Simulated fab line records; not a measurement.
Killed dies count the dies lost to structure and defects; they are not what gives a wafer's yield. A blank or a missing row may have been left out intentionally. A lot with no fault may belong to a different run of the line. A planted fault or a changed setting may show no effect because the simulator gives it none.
Problem report in the 8D (eight disciplines) form, filled by code | flow nand harc | the parts of the form that need people (team, actions taken, sign-off) are left out

== 1. WHAT IS WRONG ==
cd nm at NHARC_P_ZERO_WELL_CD_MEAS_11 reads a mean of 507.6 nm on 2 wafers of 2 lots; wafers without a fault read 499.8 nm with a standard deviation of 1.4. That is +5.6 standard deviations from the usual mean.
The step: target cd 500 nm.
First observed at day 6 01:07: wafer L111.4, on cd sem-03. Wafers with a number at this step in the record: 36, from 12 lots. Rule for "out", or "out of limits": more than 4 standard deviations from the usual mean. All remaining wafers that have a number are taken as sound.

== 2. WHAT IT IS; WHAT IT IS NOT ==
question                    | is                   | is not
which readings at this step | cd nm                | -
which lots                  | L111, L112           | L102, L107, L108, L109, L110, L120, L121, L122, L123, L124
which wafers of those lots  | L111.4, L112.4       | L111.2, L111.6, L112.3, L112.6
read on which gauges        | cd sem-01, cd sem-03 | cd sem-02
when                        | from day 6 01:07     | up to then (17 sound wafers); but 17 sound wafers of L112, L120, L121, L122, L123, L124 came after

== 3. SUSPECTS, AND WHAT RULES EACH OUT ==
Counting: if a tool at a process step up to the reading ran every lot that is out, it stays a suspect. Sound lots after the first of them don't rule it out here, since some wafers of a struck lot are sound.
- the gauge at NHARC_P_ZERO_WELL_CD_MEAS_11: ruled out. 2 gauges (cd sem-01, cd sem-03) read the wafers that are out.
- krf scanner-03 at NHARC_P_ZERO_WELL_EXPOSE_08 (exposes mask P ZERO, target cd 500 nm): kept. Every lot that is out went through it, the first being L111 (day 6 00:58); the last sound lot it ran before that was L110 (day 5 15:05).
Remaining after the count: krf scanner-03 at NHARC_P_ZERO_WELL_EXPOSE_08.

== 4. THE CAUSE (what the simulator had put in) ==
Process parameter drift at NHARC_P_ZERO_WELL_EXPOSE_08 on krf scanner-03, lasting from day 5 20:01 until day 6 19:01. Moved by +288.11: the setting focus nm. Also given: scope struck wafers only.
The count eliminated every tool but this one.

== 5. THE CHAIN OF EFFECTS, in route order ==
Each row: a reading whose mean over the struck wafers that have a number lies more than 3 standard deviations from the usual. Only readings for which the record gives a usual standard deviation are gone through. hours: the time from each lot's start at the first step in this table that gives one to its start at this step, as a median over the lots. sigmas: the change in usual standard deviations.
hours | step                         | reading | usual    | on struck wafers | change | sigmas
0     | NHARC_P_ZERO_WELL_CD_MEAS_11 | cd nm   | 499.8 nm | 507.6            | +7.8   | +5.6
Later measuring or inspecting steps at which every struck wafer that the step has a row for has a number for every such reading, and none has moved that far: NHARC_P_GATE_CD_MEAS_46.

== 6. HOW IT WOULD HAVE BEEN CAUGHT EARLIER ==
In this record the first reading out of limits at a measuring or inspecting step was taken at day 6 01:07, 5 hours after the fault began at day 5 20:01.
An alarm limit of 4 standard deviations would not have fired on the tool readings at NHARC_P_ZERO_WELL_EXPOSE_08 for which the record gives a usual standard deviation, since none of them was out on any struck wafer.
Among the 2 lots that are out, L112 began NHARC_P_ZERO_WELL_EXPOSE_08 on krf scanner-03 after day 6 01:07. Holding the tool at that time would have saved it.
